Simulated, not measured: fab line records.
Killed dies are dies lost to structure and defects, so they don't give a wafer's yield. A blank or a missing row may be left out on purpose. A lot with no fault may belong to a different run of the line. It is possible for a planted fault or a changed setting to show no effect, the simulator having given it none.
Chamber matching | flow n5Finfet | N5_BEOL_M4_CMP_52 on cmp-04 has 4 sister chambers
The step polishes, stops on SiOC, t overpolish 6.8 s, target thk 40 nm. 4 wafers are shown with their chamber, then 10 later ones without.

## EACH WAFER AND ITS CHAMBER
wafer  | chamber | motorCurrentA (A)
L080.4 | 3       | 5.9
L081.6 | 1       | 6.3
L083.1 | 0       | 6.2
L083.3 | 2       | 6.5

## WAFERS WITHOUT THEIR CHAMBER
wafer  | motorCurrentA (A)
L083.4 | 6.7
L087.1 | 5.9
L087.2 | 6.3
L087.5 | 6.7
L089.1 | 6.7
L089.5 | 6.5
L089.6 | 6.9
L090.1 | 6.6
L090.2 | 6.1
L090.5 | 7.1

## WHICH CHAMBER EACH ONE RAN IN
wafer  | from the rows above               | in truth
L083.4 | can't be placed: 2 or 1 or 0      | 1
L087.1 | can't be placed: 3 or 0 or 1      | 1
L087.2 | can't be placed: 1 or 0 or 2 or 3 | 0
L087.5 | can't be placed: 2 or 1 or 0      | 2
L089.1 | can't be placed: 2 or 1 or 0      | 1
L089.5 | can't be placed: 2 or 1 or 0      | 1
L089.6 | can't be placed: 2 or 1 or 0      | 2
L090.1 | can't be placed: 2 or 1 or 0      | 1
L090.2 | can't be placed: 0 or 3 or 1 or 2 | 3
L090.5 | can't be placed: 2 or 1 or 0      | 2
Placed correctly: 0 of 10. Cannot be placed on the basis of these rows: 10; the candidates contain the true chamber in 10. 0 placed wrongly.
How it was worked out, from the rows above alone: a wafer's distance from a chamber is the root of the sum, over the readings, of the square of ((its reading less the chamber's mean) divided by the reading's scatter). The wafer belongs to the nearest chamber; if the next one is less than 2 further off, it can't be placed. A chamber's mean is the mean of its shown wafers. The scatter (one wafer shown for each chamber): square how far every hidden wafer sits from the nearest shown wafer, average those squares and take the square root.
